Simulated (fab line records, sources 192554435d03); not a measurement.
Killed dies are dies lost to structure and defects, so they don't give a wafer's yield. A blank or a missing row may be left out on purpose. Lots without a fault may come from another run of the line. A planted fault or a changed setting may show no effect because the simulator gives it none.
fab line records | flow n5_finfet
record lots=7 wafers=39
route steps=1938 shown BEOL_M12@1639 BEOL_M14@1770 MIM_BOT@1833
start_h: hours from the record's first day to the start of the lot's first wafer shown | wait_h: hours since the lot's step before | " the same as in the row above | L1.1+2: a row that stands for several wafers | - no value, or no start given | * or withheld: withheld | < > ~ a bound
route shown NAME@n: a module of which the file shows steps, and the number in the route of the first | usual: mean/standard deviation of fault-free wafers | same: alike in all rows | chamber/n: place in a boat | sites: the reading at each site | _std_site: their standard deviation | _edge_site: outer sites' mean less inner sites' | radius_mm: how far each site lies from the wafer's centre | mask NAME#n: copy n | behind: the tool/chamber that last shaped the wafer | hold: why the lot was held/for how many hours/how that ended | device: the transistor (n, p or np) that didn't switch | end of line: the same wafers' tests at the end of the route | a step without rows: its recipe alone | killed: dies lost to structure and defects at the first sort, not the wafer's yield | map: a wafer's dies, x killed, . not, _ none there
set.NAME: the setting as run; set.NAME@STEP: as run at that earlier step | model.NAME: the simulator's own value behind a step, which no gauge read
lots whose settings were changed on purpose; a table a step, a row a wafer
## steps
# step N5_BEOL_M12_TRENCH_ETCH_34
# recipe chemistry=C4F8/O2/Ar target=SiOC target_depth_a=3189.5 mask_material=SOC pressure_mtorr=30 source_w=3000 bias_w=700 Ar_flow_sccm=400 C4F8_flow_sccm=15 O2_flow_sccm=8 he_inner_torr=15 he_outer_torr=30 time_s=125.5 ion_energy_ev=250
# columns lot.wafer tool chamber start_h wait_h set.time_s model.etch.depth_nm
L077.1 rie_diel-05 3 286.13 0.0 147.7 374.3
L077.2 " 1 " " 125.5 315.6
L077.3 " 2 " " 125.5 318.7
L077.4 " 0 " " 147.7 375.1
L077.5 " 1 " " 125.5 313.9
L077.6 " 2 " " 147.7 369.7
L078.1 rie_diel-03 2 294.85 0.0 125.5 312.8
L078.2 " 1 " " 125.5 316.8
L078.3 " 3 " " 125.5 319.2
L078.4 " 0 " " 125.5 319.5
L078.5 " 1 " " 125.5 321.3
L078.6 " 2 " " 125.5 312.4
L081.1 rie_diel-01 2 307.01 0.0 125.5 319.7
L081.2 " 1 " " 125.5 320.1
L081.3 " 3 " " 125.5 317.7
L081.4 " 0 " " 125.5 321.5
L081.5 " 1 " " 125.5 318.5
L081.6 " 0 " " 125.5 320
L085.1 rie_diel-01 2 319.43 0.0 125.5 317.3
L085.2 " 1 " " 125.5 319.2
L085.4 " 3 " " 125.5 321.4
L086.1 rie_diel-01 2 347.46 0.0 147.9 380.5
L086.2 " 1 " " 125.5 319.5
L086.3 " 3 " " 147.9 378.8
L086.4 " 2 " " 125.5 322.1
L086.5 " 3 " " 147.9 377.3
L086.6 " 1 " " 125.5 318
L095.1 rie_diel-03 2 393.22 0.0 171.6 426
L095.2+6 " 0 " " 171.6 432.8
L095.3 " 3 " " 125.5 320.6
L095.4 " 1 " " 125.5 316.5
L095.5 " 1 " " 125.5 317.5
L096.1 rie_diel-05 3 393.94 0.0 125.5 317
L096.2 " 1 " " 125.5 317.6
L096.3 " 2 " " 125.5 315.3
L096.4 " 0 " " 125.5 316.7
L096.5 " 1 " " 125.5 316.4
L096.6 " 2 " " 125.5 315.4
# step N5_BEOL_M12_STRIP_70
# recipe chemistry=C4F8/O2/Ar resist=SiARC rf_frequency_hz=6e+07
# step N5_BEOL_M12_OCD_MEAS_35
# usual trench_depth_nm=319/3.3
# columns lot.wafer tool chamber start_h wait_h set.time_s@BEOL_M12_TRENCH_ETCH_34 trench_depth_nm
L077.1 ocd-02 - 286.29 0.0 147.7 374
L077.2 " - " " 125.5 316
L077.3 " - " " 125.5 319
L077.4 " - " " 147.7 375
L077.5 " - " " 125.5 314
L077.6 " - " " 147.7 369
L078.1 ocd-02 - 295.01 0.0 125.5 312
L078.2 " - " " 125.5 317
L078.3 " - " " 125.5 319
L078.4 " - " " 125.5 319
L078.5 " - " " 125.5 321
L078.6 " - " " 125.5 313
L081.1 ocd-01 - 307.16 0.0 125.5 320
L081.2 " - " " 125.5 320
L081.3 " - " " 125.5 318
L081.4 " - " " 125.5 321
L081.5 " - " " 125.5 319
L081.6 " - " " 125.5 320
L085.1 ocd-02 - 319.59 0.0 125.5 318
L085.2 " - " " 125.5 319
L085.4 " - " " 125.5 321
L086.1 ocd-02 - 347.61 0.0 147.9 381
L086.2 " - " " 125.5 320
L086.3 " - " " 147.9 379
L086.4 " - " " 125.5 322
L086.5 " - " " 147.9 377
L086.6 " - " " 125.5 318
L095.1 ocd-02 - 393.38 0.0 171.6 426
L095.2 " - " " 171.6 433
L095.3 " - " " 125.5 321
L095.4 " - " " 125.5 316
L095.5 " - " " 125.5 317
L095.6 " - " " 171.6 433
L096.1 ocd-01 - 394.09 0.0 125.5 317
L096.2 " - " " 125.5 317
L096.3 " - " " 125.5 316
L096.4 " - " " 125.5 317
L096.5 " - " " 125.5 316
L096.6 " - " " 125.5 315
# step N5_BEOL_M12_STRIP_37
# recipe chemistry=N2/H2 power_w=1000 temp_c=250 h2_frac=0.65 overash_fraction=0.3 pressure_mtorr=withheld n2_flow_sccm=1750 h2_flow_sccm=3250
# step N5_BEOL_M12_ETCH_38
# recipe chemistry=CF4/N2 target=SiCN target_depth_a=687 taper_deg=2 time_s=73.4 ion_energy_ev=150 mask_material=SiO2 pressure_mtorr=40 source_w=430 bias_w=70 Ar_flow_sccm=100 cf4_flow_sccm=60 n2_flow_sccm=60
# step N5_BEOL_M12_ECD_47
# recipe material=Cu target_thk_a=7200
# step N5_BEOL_M12_ANNEAL_48
# recipe temp_c=225 time_s=90 ambient=N2
# step N5_BEOL_M12_CMP_49
# recipe stop_on=SiOC t_overpolish_s=20.6 down_force_psi=1 platen_rpm=50 clearing_platen_down_force_psi=1.5 clearing_platen_rpm=50 post_cmp_clean=cu_alkaline target_thk_nm=320 clearing_platen_pad_velocity_m_s=0.99484 pad_velocity_m_s=0.99484
# columns lot.wafer tool chamber start_h wait_h set.time_s@BEOL_M12_TRENCH_ETCH_34 model.Cu_of_BEOL_M12_ECD_47.thk_nm
L077.2 cmp-01 3 288.93 0.2 125.5 317.2
L077.1 " 0 " " 147.7 374.4
L077.3 " 1 " " 125.5 321.8
L077.4 " 2 " " 147.7 374.6
L077.6 " 3 " " 147.7 370
L077.5 " 0 " " 125.5 313.2
L078.2 cmp-03 2 296.84 0.2 125.5 316.6
L078.1 " 3 " " 125.5 314.6
L078.3 " 0 " " 125.5 318.8
L078.4 " 1 " " 125.5 320
L078.5 " 2 " " 125.5 320.8
L078.6 " 3 " " 125.5 314
L081.4 cmp-01 2 310.60 0.1 125.5 321.4
L081.1+6 " 3 " " 125.5 321.8
L081.2 " 0 " " 125.5 320.6
L081.3 " 1 " " 125.5 320
L081.5 " 2 " " 125.5 318
L085.2 cmp-04 2 325.38 0.2 125.5 320
L085.1 " 0 " " 125.5 317.8
L085.4 " 1 " " 125.5 321.4
L086.4 cmp-03 2 351.04 0.1 125.5 322.2
L086.1 " 3 " " 147.9 382.4
L086.2 " 0 " " 125.5 319.4
L086.3 " 1 " " 147.9 379.2
L086.6 " 2 " " 125.5 318
L086.5 " 3 " " 147.9 378.2
L095.2 cmp-04 3 395.42 0.2 171.6 435.8
L095.1 " 0 " " 171.6 429.4
L095.4 " 1 " " 125.5 317.6
L095.3 " 2 " " 125.5 322
L095.6 " 3 " " 171.6 435.6
L095.5 " 0 " " 125.5 320.2
L096.4 cmp-03 3 397.93 0.1 125.5 317.2
L096.3 " 0 " " 125.5 314.2
L096.2+5 " 1,3 " " 125.5 317.6
L096.1 " 2 " " 125.5 316.2
L096.6 " 0 " " 125.5 313.6
# step N5_BEOL_M12_THK_MEAS_50
# recipe thk_meas_gauge=xrf reads=Cu_of_BEOL_M12_ECD_47
# usual M12_THK=321/4.9
# columns lot.wafer tool chamber start_h wait_h set.time_s@BEOL_M12_TRENCH_ETCH_34 M12_THK[nm]
L077.1 film_metro-01 - 289.22 - 147.7 377
L077.2 " - " " 125.5 319
L077.3 " - " " 125.5 323
L077.4 " - " " 147.7 377
L077.5 " - " " 125.5 315
L077.6 " - " " 147.7 374
L078.1 film_metro-01 - 297.13 - 125.5 313
L078.2 " - " " 125.5 315
L078.3 " - " " 125.5 317
L078.4 " - " " 125.5 321
L078.5 " - " " 125.5 320
L078.6 " - " " 125.5 312
L081.1 film_metro-01 - 310.90 - 125.5 323
L081.2 " - " " 125.5 321
L081.3 " - " " 125.5 320
L081.4 " - " " 125.5 322
L081.5 " - " " 125.5 318
L081.6 " - " " 125.5 324
L085.1 film_metro-02 - 325.68 - 125.5 320
L085.2 " - " " 125.5 322
L085.4 " - " " 125.5 323
L086.1 film_metro-01 - 351.33 - 147.9 384
L086.2 " - " " 125.5 321
L086.3 " - " " 147.9 381
L086.4 " - " " 125.5 324
L086.5 " - " " 147.9 379
L086.6 " - " " 125.5 318
L095.1 film_metro-01 - 395.72 - 171.6 434
L095.2 " - " " 171.6 440
L095.3 " - " " 125.5 325
L095.4 " - " " 125.5 323
L095.5 " - " " 125.5 322
L095.6 " - " " 171.6 441
L096.1 film_metro-01 - 398.23 - 125.5 314
L096.2 " - " " 125.5 317
L096.3 " - " " 125.5 313
L096.4 " - " " 125.5 316
L096.5 " - " " 125.5 319
L096.6 " - " " 125.5 312
# step N5_BEOL_M12_PRE_CLEAN_52
# recipe gas=NH3 time_s=15 temp_c=withheld rf_power_w=300
# step N5_BEOL_M12_DEP_53
# recipe material=SiCN target_thk_a=300 temp_c=withheld precursor=3MS/NH3 pressure_torr=3 rf_w=675 time_s=10.5
# step N5_BEOL_M12_RS_MEAS_54
# recipe thk_meas_gauge=four-point-probe reads=Cu_of_BEOL_M12_ECD_47+Ta_of_BEOL_M12_SPUTTER_44+TaN_of_BEOL_M12_SPUTTER_43
# usual M12_RS=0.0601/0.0007
# columns lot.wafer tool chamber start_h wait_h set.time_s@BEOL_M12_TRENCH_ETCH_34 M12_RS[ohm/sq]
L077.1 film_metro-01 - 289.35 0.0 147.7 0.0510
L077.2 " - " " 125.5 0.0606
L077.3 " - " " 125.5 0.0595
L077.4 " - " " 147.7 0.0509
L077.5 " - " " 125.5 0.0613
L077.6 " - " " 147.7 0.0515
L078.1 film_metro-01 - 297.26 0.0 125.5 0.0611
L078.2 " - " " 125.5 0.0607
L078.3 " - " " 125.5 0.0603
L078.4 " - " " 125.5 0.0600
L078.5 " - " " 125.5 0.0598
L078.6 " - " " 125.5 0.0612
L081.1 film_metro-01 - 311.02 0.0 125.5 0.0597
L081.2 " - " " 125.5 0.0599
L081.3 " - " " 125.5 0.0599
L081.4 " - " " 125.5 0.0598
L081.5 " - " " 125.5 0.0605
L081.6 " - " " 125.5 0.0598
L085.1 film_metro-01 - 325.81 0.0 125.5 0.0604
L085.2 " - " " 125.5 0.0599
L085.4 " - " " 125.5 0.0597
L086.1 film_metro-02 - 351.46 0.0 147.9 0.0499
L086.2 " - " " 125.5 0.0601
L086.3 " - " " 147.9 0.0503
L086.4 " - " " 125.5 0.0595
L086.5 " - " " 147.9 0.0505
L086.6 " - " " 125.5 0.0604
L095.1 film_metro-02 - 395.85 0.0 171.6 0.0442
L095.2 " - " " 171.6 0.0435
L095.3 " - " " 125.5 0.0595
L095.4 " - " " 125.5 0.0604
L095.5 " - " " 125.5 0.0600
L095.6 " - " " 171.6 0.0435
L096.1 film_metro-02 - 398.38 0.1 125.5 0.0609
L096.2 " - " " 125.5 0.0605
L096.3 " - " " 125.5 0.0611
L096.4 " - " " 125.5 0.0605
L096.5 " - " " 125.5 0.0604
L096.6 " - " " 125.5 0.0611
# step N5_BEOL_M14_DEP_53
# recipe material=SiCN target_thk_a=500 temp_c=withheld precursor=3MS/NH3 pressure_torr=3 rf_w=675 time_s=17.8
# columns lot.wafer tool chamber start_h wait_h set.target_thk_a model.SiCN_of_BEOL_M14_DEP_53.thk_nm
L077.1 pecvd-04 0 304.18 0.0 500 49.6
L077.2 " 2 " " 634 63.6
L077.3 " 1 " " 634 62.2
L077.4 " 1 " " 634 62.8
L077.5 " 0 " " 500 50.6
L077.6 " 2 " " 500 51
L078.1 pecvd-04 0 313.51 0.0 500 49.2
L078.2 " 1 " " 370.1 36.4
L078.3 " 2 " " 370.1 37
L078.4 " 2 " " 500 50.8
L078.5 " 0 " " 500 49.6
L078.6 " 1 " " 370.1 36.8
L081.1 pecvd-04 0 323.09 0.0 500 49.8
L081.2 " 1 " " 500 49.4
L081.3+4 " 2,1 " " 500 50.8
L081.5 " 0 " " 500 50.6
L081.6 " 2 " " 500 51
L085.1 pecvd-02 2 337.48 0.0 500 50.2
L085.2 " 0 " " 500 49.8
L085.4 " 1 " " 500 50.8
L086.1 pecvd-04 0 370.07 0.0 500 48
L086.2 " 2 " " 500 48.6
L086.3 " 1 " " 500 48.8
L086.4 " 0 " " 500 49
L086.5 " 2 " " 500 50
L086.6 " 1 " " 500 50.2
L095.1 pecvd-02 1 407.91 0.0 387.4 38.6
L095.2 " 0 " " 500 50
L095.3 " 2 " " 387.4 38.8
L095.4 " 2 " " 387.4 39.6
L095.5 " 1 " " 500 51
L095.6 " 0 " " 500 50.8
L096.1+3 pecvd-01 2,1 415.71 0.0 231.9 22.6
L096.2 " 0 " " 500 49.4
L096.4 " 1 " " 231.9 23.4
L096.5 " 2 " " 500 49.2
L096.6 " 0 " " 500 50.2
# step N5_MIM_BOT_SPUTTER_00
# recipe material=TiN target_thk_a=350 temp_c=200 power_w=3000 chamber_pressure_pa=0.49996 gas=Ar reactive_partial_pa=0.37997 time_s=89.7
# columns lot.wafer tool chamber start_h wait_h set.time_s model.TiN_of_MIM_BOT_SPUTTER_00.thk_nm
L077.1 pvd_sputter-01 - 310.98 0.0 89.7 34.8
L077.2+4 " - " " 107.6 42.2
L077.3 " - " " 89.7 35
L077.5 " - " " 89.7 35.4
L077.6 " - " " 107.6 41.8
L078.1 pvd_sputter-01 - 324.69 0.0 37.15 14.8
L078.2 " - " " 37.15 14.4
L078.3+6 " - " " 89.7 35.4
L078.4 " - " " 89.7 34.8
L078.5 " - " " 37.15 14.6
L081.1+3 pvd_sputter-03 - 334.99 0.0 56.08 22
L081.2+4 " - " " 89.7 34.8
L081.5 " - " " 89.7 35.2
L081.6 " - " " 56.08 21.8
L085.1 pvd_sputter-02 - 346.92 0.0 89.7 35
L085.2+4 " - " " 89.7 34.8
L086.1+2 pvd_sputter-03 - 382.45 0.0 41.66 16.4
L086.3 " - " " 41.66 16
L086.4 " - " " 89.7 34.8
L086.5+6 " - " " 89.7 35
L095.1 pvd_sputter-03 - 414.39 0.0 89.7 34
L095.2 " - " " 89.7 34.2
L095.3 " - " " 89.7 34.8
L095.4+5 " - " " 89.7 34.6
L095.6 " - " " 89.7 34.4
L096.1+5 pvd_sputter-03 - 425.18 0.0 45.57 17.6
L096.2 " - " " 89.7 34.4
L096.3 " - " " 89.7 35
L096.4 " - " " 45.57 17.4
L096.6 " - " " 89.7 34.8
## key
split step=N5_BEOL_M12_TRENCH_ETCH_34 setting=time_s stated=125.5 by=wafer
response step=N5_BEOL_M12_TRENCH_ETCH_34 reading=model.etch.depth_nm change=+3.12 per=1% r=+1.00
response step=N5_BEOL_M12_OCD_MEAS_35 reading=trench_depth_nm change=+3.12 per=1% r=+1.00
response step=N5_BEOL_M12_CMP_49 reading=model.Cu_of_BEOL_M12_ECD_47.thk_nm change=+3.15 per=1% r=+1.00
response step=N5_BEOL_M12_THK_MEAS_50 reading=M12_THK change=+3.18 per=1% r=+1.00
response step=N5_BEOL_M12_RS_MEAS_54 reading=M12_RS change=-0.000471 per=1% r=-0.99
split step=N5_BEOL_M14_DEP_53 setting=target_thk_a stated=500 by=wafer
response step=N5_BEOL_M14_DEP_53 reading=model.SiCN_of_BEOL_M14_DEP_53.thk_nm change=+0.496 per=1% r=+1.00
split step=N5_MIM_BOT_SPUTTER_00 setting=time_s stated=89.7 by=wafer
response step=N5_MIM_BOT_SPUTTER_00 reading=model.TiN_of_MIM_BOT_SPUTTER_00.thk_nm change=+0.35 per=1% r=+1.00
